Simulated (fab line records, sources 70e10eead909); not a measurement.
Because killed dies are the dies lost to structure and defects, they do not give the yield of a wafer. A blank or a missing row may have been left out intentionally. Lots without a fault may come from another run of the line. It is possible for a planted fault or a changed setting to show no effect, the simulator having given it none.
Which tool is to blame? | flow nand harc | Sampling: 20 lots, 60 wafers, 2 of 1302 route steps

WHAT THE GAUGES SHOWED, per wafer
NHARC_A_SLIT_OVL_MEAS_10.
lot  | measured     | on         | overlay x nm (nm) | overlay y nm (nm)
L074 | day 19 22:50 | overlay-01 | -0.6 -0.2 0.1     | -1.1 -1.5 -1.2
L075 | day 20 07:22 | overlay-01 | 0.8 1.6 1.5       | -0.2 -0.5 0.0
L077 | day 21 01:23 | overlay-01 | 0.4 0.4 -0.3      | 0.8 1.3 1.0
L076 | day 21 01:08 | overlay-02 | 0.7 0.4 0.1       | -0.7 -0.5 -0.9
L079 | day 21 12:59 | overlay-01 | -0.7 -1.5 -1.2    | 0.0 0.1 0.3
L078 | day 21 13:19 | overlay-02 | 0.6 0.3 0.4       | 0.2 -0.3 0.0
L080 | day 22 21:31 | overlay-01 | -0.7 -0.8 -0.3    | 0.8 0.3 0.2
L081 | day 22 21:43 | overlay-01 | 0.8 0.0 0.4       | 0.3 1.1 1.1
L082 | day 23 12:56 | overlay-01 | -1.1 -1.4 -1.7    | -1.4 -1.9 -1.8
L083 | day 23 19:52 | overlay-02 | 0.6 0.9 1.0       | 0.1 0.3 0.1
L085 | day 24 04:04 | overlay-02 | -0.4 0.2 -0.2     | 0.1 0.0 -0.2
L084 | day 24 05:53 | overlay-02 | -1.1 -1.7 -1.7    | -1.5 -1.3 -1.2
L086 | day 24 19:11 | overlay-02 | -0.2 -0.1 -0.3    | 0.6 0.1 0.5
L087 | day 25 14:38 | overlay-02 | -0.8 -0.3 -0.8    | 0.7 0.9 1.0
L088 | day 26 03:08 | overlay-02 | -0.5 -0.7 -0.7    | 1.2 1.6 1.6
L092 | day 27 04:27 | overlay-01 | -1.0 -0.6 0.0     | -0.6 -0.5 -0.7
L093 | day 27 20:03 | overlay-01 | -0.5 -0.3 -0.5    | -1.0 -1.6 -1.1
L095 | day 28 14:02 | overlay-02 | -0.9 -0.3 -0.2    | -0.2 0.4 -0.5
L096 | day 29 04:32 | overlay-01 | -0.2 0.7 0.0      | -0.3 -0.7 -0.7
L097 | day 29 03:43 | overlay-01 | -0.2 0.1 -0.2     | 0.8 0.9 0.3

WHAT TOOL EACH LOT RAN ON (gives the tool, then ch and the chambers of the sampled wafers, and finally the start)
lot  | NHARC_A_STAIRCASE_ETCHBACK_157
L074 | rie diel-08 ch 0,1, day 19 06:22
L075 | rie diel-12 ch 1,2, day 19 14:35
L077 | rie diel-08 ch 2,3, day 20 10:29
L076 | rie diel-08 ch 0,1,2, day 20 10:42
L079 | rie diel-08 ch 1,3, day 20 19:08
L078 | rie diel-12 ch 0,1,3, day 20 19:20
L080 | rie diel-12 ch 0,2,3, day 22 05:46
L081 | rie diel-11 ch 1,2,3, day 22 06:55
L082 | rie diel-08 ch 2,3, day 22 20:58
L083 | rie diel-12 ch 1,2, day 23 06:25
L085 | rie diel-11 ch 0,1,3, day 23 14:38
L084 | rie diel-08 ch 0,2, day 23 15:44
L086 | rie diel-08 ch 1,2, day 24 05:47
L087 | rie diel-08 ch 2,3, day 24 23:26
L088 | rie diel-12 ch 0,3, day 25 12:30
L092 | rie diel-08 ch 0,1, day 26 15:04
L093 | rie diel-11 ch 0,2,3, day 27 03:29
L095 | rie diel-11 ch 1,2,3, day 27 21:03
L096 | rie diel-11 ch 0,1,2, day 28 14:32
L097 | rie diel-12 ch 1,2,3, day 28 14:50
- NHARC_A_STAIRCASE_ETCHBACK_157: etches the open film in CH3F/O2, target depth 90 nm, time 167.14 s.

AS READ BY THE TOOLS THEMSELVES (means over the sampled wafers that have a number; for cases with no such wafer, the mark the record gives instead)
NHARC_A_STAIRCASE_ETCHBACK_157.
lot  | tool        | drypump motor current A (A) | oes product au (a.u.) | rf vpp V (V) | showerhead plenum p Torr (Torr) | throttle valve pct (%)
L074 | rie diel-08 | 5.1                         | 0.99                  | 244.7        | 2.52                            | 20.653
L075 | rie diel-12 | 5.7                         | 1.00                  | 246.1        | 2.54                            | 20.662
L077 | rie diel-08 | 6.0                         | 0.92                  | 243.4        | 2.36                            | 20.663
L076 | rie diel-08 | 5.6                         | 0.93                  | 245.0        | 2.46                            | 20.677
L079 | rie diel-08 | 5.8                         | 0.92                  | 242.5        | 2.31                            | 20.667
L078 | rie diel-12 | 5.8                         | 1.00                  | 245.5        | 2.52                            | 20.665
L080 | rie diel-12 | 6.1                         | 0.92                  | 243.4        | 2.42                            | 20.659
L081 | rie diel-11 | 5.7                         | 0.96                  | 245.0        | 2.49                            | 20.666
L082 | rie diel-08 | 6.2                         | 1.00                  | 243.3        | 2.40                            | 20.655
L083 | rie diel-12 | 6.0                         | 0.99                  | 244.3        | 2.42                            | 20.663
L085 | rie diel-11 | 5.4                         | 0.93                  | 244.1        | 2.40                            | 20.655
L084 | rie diel-08 | 5.3                         | 1.01                  | 246.3        | 2.55                            | 20.654
L086 | rie diel-08 | 6.1                         | 1.00                  | 246.1        | 2.51                            | 20.673
L087 | rie diel-08 | 6.0                         | 0.99                  | 242.1        | 2.35                            | 20.666
L088 | rie diel-12 | 6.1                         | 0.94                  | 244.1        | 2.44                            | 20.663
L092 | rie diel-08 | 5.4                         | 0.95                  | 247.1        | 2.64                            | 20.654
L093 | rie diel-11 | 5.8                         | 1.00                  | 244.0        | 2.44                            | 20.664
L095 | rie diel-11 | 5.7                         | 0.93                  | 243.7        | 2.47                            | 20.670
L096 | rie diel-11 | 5.8                         | 1.00                  | 244.8        | 2.51                            | 20.667
L097 | rie diel-12 | 6.0                         | 0.99                  | 244.1        | 2.43                            | 20.663

THE ANSWER, worked out from the rows above alone
Rule: what is usual is taken from the lots themselves. The widest of any qualifying gaps counts: lots, ordered by their means at a reading, are off when they make up no more than a third of the lots, leave a main group of 4 or more, and stand apart from it by 3 or more times the standard deviation of that group's means. A main group is skipped when, at the precision printed for the reading in the tables above, its means are all equal. Also off: a lot with no number at a reading for which 4 or more lots have one. Where the step has rows for the other lots, those lots are counted as sound. First the gauges in route order, then the tools' own readings, where a lot's mean is used as printed above. The first step at which some lot is off is used, and at that step the reading that is off furthest; a lot without a number counts as furthest.
Nothing can be told from this: no lot is off at any reading shown.

WHAT THE SIMULATOR HAD PUT IN
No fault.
